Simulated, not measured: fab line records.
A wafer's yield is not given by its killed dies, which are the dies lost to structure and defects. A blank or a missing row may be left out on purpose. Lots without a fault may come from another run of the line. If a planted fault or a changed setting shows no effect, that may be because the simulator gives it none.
Split-lot study | flow n5_finfet | on a route of 1938 steps: 7 lots, 21 wafers read

THE SPLIT ITSELF
At N5_BEOL_M11_ETCH_62 (etches SOC in N2/H2, target depth 110 nm, overetch 22 nm, time 165 s), the setting time_s was moved away from the recipe's 165 s on 5 of the 21 wafers read, by -21.4% to +21.1%. The other wafers ran this setting at the recipe's value.

The split's own step is where the reading is taken.

THE READING
SiARC_of_BEOL_M11_COAT_60.thk_nm (the simulator's own value, which no gauge read), in nm, at N5_BEOL_M11_ETCH_62 (etches SOC in N2/H2, target depth 110 nm, overetch 22 nm, time 165 s). The file gives no usual value for it. Average 23.6 nm, standard deviation 0.19 nm, over the 16 wafers here run with the recipe.

wafer  | tool, chamber at the split | time_s as run, s | against the recipe | SiARC_of_BEOL_M11_COAT_60.thk_nm, nm | against lot-mates on the recipe
L080.2 | rie_diel-06, 1             | 165              | recipe             | 23.2                                 | -
L080.3 | rie_diel-06, 2             | 165              | recipe             | 23.4                                 | -
L080.4 | rie_diel-06, 3             | 165              | recipe             | 23.8                                 | -
L085.3 | rie_diel-06, 0             | 199.8            | +21.1%             | 22                                   | -1.4
L085.5 | rie_diel-06, 3             | 199.8            | +21.1%             | 22.6                                 | -0.8
L085.6 | rie_diel-06, 2             | 165              | recipe             | 23.4                                 | -
L088.2 | rie_diel-04, 0             | 165              | recipe             | 23.6                                 | -
L088.5 | rie_diel-04, 0             | 165              | recipe             | 23.6                                 | -
L088.3 | rie_diel-04, 3             | 185              | +12.1%             | 22.6                                 | -1.0
L089.3 | rie_diel-04, 0             | 165              | recipe             | 23.6                                 | -
L089.4 | rie_diel-04, 0             | 165              | recipe             | 23.8                                 | -
L089.6 | rie_diel-04, 2             | 165              | recipe             | 23.4                                 | -
L091.2 | rie_diel-04, 2             | 165              | recipe             | 23.6                                 | -
L091.5 | rie_diel-04, 3             | 165              | recipe             | 23.4                                 | -
L091.6 | rie_diel-04, 0             | 165              | recipe             | 23.8                                 | -
L090.1 | rie_diel-06, 0             | 165              | recipe             | 23.6                                 | -
L090.4 | rie_diel-06, 2             | 129.7            | -21.4%             | 25                                   | +1.4
L090.5 | rie_diel-06, 2             | 129.7            | -21.4%             | 25                                   | +1.4
L095.1 | rie_diel-05, 1,0,0         | 165              | recipe             | 23.8                                 | -
L095.2 | rie_diel-05, 1,0,0         | 165              | recipe             | 23.8                                 | -
L095.4 | rie_diel-05, 1,0,0         | 165              | recipe             | 23.8                                 | -
The file does not say which wafer passed through which chamber wherever a row lists several chambers: such a row stands for several wafers.

THE FIT
A straight line over all 21 wafers: SiARC_of_BEOL_M11_COAT_60.thk_nm changes by -0.065 nm for each +1% of time_s; r = -0.95; the points scatter about the line by 0.2 nm.
The same after taking each lot's own level away (the mean of its wafers on the recipe; 21 wafers): -0.0608 nm for each +1%; r = -0.96; scatter 0.19 nm.
That fit puts the effect of the largest move of time_s on the reading at 1.3 nm.
The span of the lots' own levels, 23.40 to 23.80 nm, comes to 2.1 times the standard deviation stated above.
The two slopes agree, so the slope changes little with the lot-to-lot level.
Check: +1.28 nm against its lot-mates is what the line predicts for one of the wafers moved furthest among these (-21.4%) when that wafer is left out of the fit. Against them it came out at +1.4 nm.

ADDITIONAL SPLITS CARRIED BY THESE WAFERS
Before the reading, these wafers also passed through other splits. Each is held against what the fit with the lots' levels taken away leaves over:
other split on the same wafers | wafers away from the commonest value | r with SiARC_of_BEOL_M11_COAT_60.thk_nm (lot level and that fit taken away)
N5_BEOL_M9_COAT_64 spin_rpm    | 6                                    | -0.16
N5_BEOL_M9_COAT_75 time_s      | 5                                    | -0.08
N5_BEOL_M10_COAT_05 spin_rpm   | 8                                    | +0.04
N5_BEOL_M10_ETCH_62 time_s     | 2                                    | +0.56
N5_BEOL_M11_DESCUM_16 time_s   | 7                                    | -0.33

THE FILE'S OWN FIT
SiARC_of_BEOL_M11_COAT_60.thk_nm changes by -0.0622 nm for each +1% of time_s, r = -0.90.
